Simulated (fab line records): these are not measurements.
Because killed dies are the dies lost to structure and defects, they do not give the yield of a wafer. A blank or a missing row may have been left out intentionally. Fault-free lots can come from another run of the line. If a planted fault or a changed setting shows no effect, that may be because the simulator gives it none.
Chamber matching + flow n5_finfet + N5_BEOL_M7_DEP_56 on pecvd-03: 3 sister chambers
The step deposits SiCN from 3MS/NH3, target thk 10 nm, time 17.5 s. 6 wafers are shown with their chamber, then 10 later ones without.

== WAFERS PAIRED WITH THEIR CHAMBERS ==
| wafer  | chamber | throttle_valve_pct (%) | showerhead_plenum_p_Torr (Torr) |
|--------|---------|------------------------|---------------------------------|
| L089.1 | 1       | 8.9                    | 3.642                           |
| L089.4 | 2       | 9.0                    | 3.649                           |
| L089.5 | 1       | 8.7                    | 3.651                           |
| L089.6 | 0       | 9.4                    | 3.658                           |
| L093.2 | 0       | 10.1                   | 3.665                           |
| L093.3 | 2       | 9.2                    | 3.647                           |

== WAFERS MISSING THEIR CHAMBER ==
| wafer  | throttle_valve_pct (%) | showerhead_plenum_p_Torr (Torr) |
|--------|------------------------|---------------------------------|
| L093.4 | 9.0                    | 3.639                           |
| L095.1 | 8.7                    | 3.651                           |
| L095.3 | 8.9                    | 3.654                           |
| L095.6 | 9.8                    | 3.659                           |
| L096.1 | 9.1                    | 3.643                           |
| L096.2 | 8.8                    | 3.661                           |
| L096.3 | 9.0                    | 3.636                           |
| L096.4 | 8.9                    | 3.658                           |
| L096.5 | 8.9                    | 3.654                           |
| L096.6 | 9.1                    | 3.643                           |

== THE CHAMBER EACH PASSED THROUGH ==
| wafer  | from the rows above          | in truth |
|--------|------------------------------|----------|
| L093.4 | can't be placed: 1 or 2      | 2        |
| L095.1 | can't be placed: 1 or 2      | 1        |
| L095.3 | can't be placed: 2 or 1 or 0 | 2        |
| L095.6 | 0                            | 0        |
| L096.1 | can't be placed: 2 or 1      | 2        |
| L096.2 | can't be placed: 2 or 1 or 0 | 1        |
| L096.3 | can't be placed: 1 or 2      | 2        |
| L096.4 | can't be placed: 2 or 1 or 0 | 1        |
| L096.5 | can't be placed: 2 or 1 or 0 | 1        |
| L096.6 | can't be placed: 2 or 1      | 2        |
Placed correctly: 1 of 10. These rows do not allow placing 9 (true chamber among the candidates in 9). 0 placed wrongly.
How it was worked out, from the rows above alone: a wafer's distance from a chamber is the root of the sum, over the readings, of the square of ((its reading less the chamber's mean) divided by the reading's scatter). If the next closest chamber is less than 2 further off than the closest, the wafer can't be placed; otherwise it belongs to the closest. The mean given for a chamber averages the wafers shown for that chamber. The scatter is the square root of a quotient: the sum, over the shown wafers, of each reading's squared deviation from its chamber's mean, divided by wafers minus chambers.
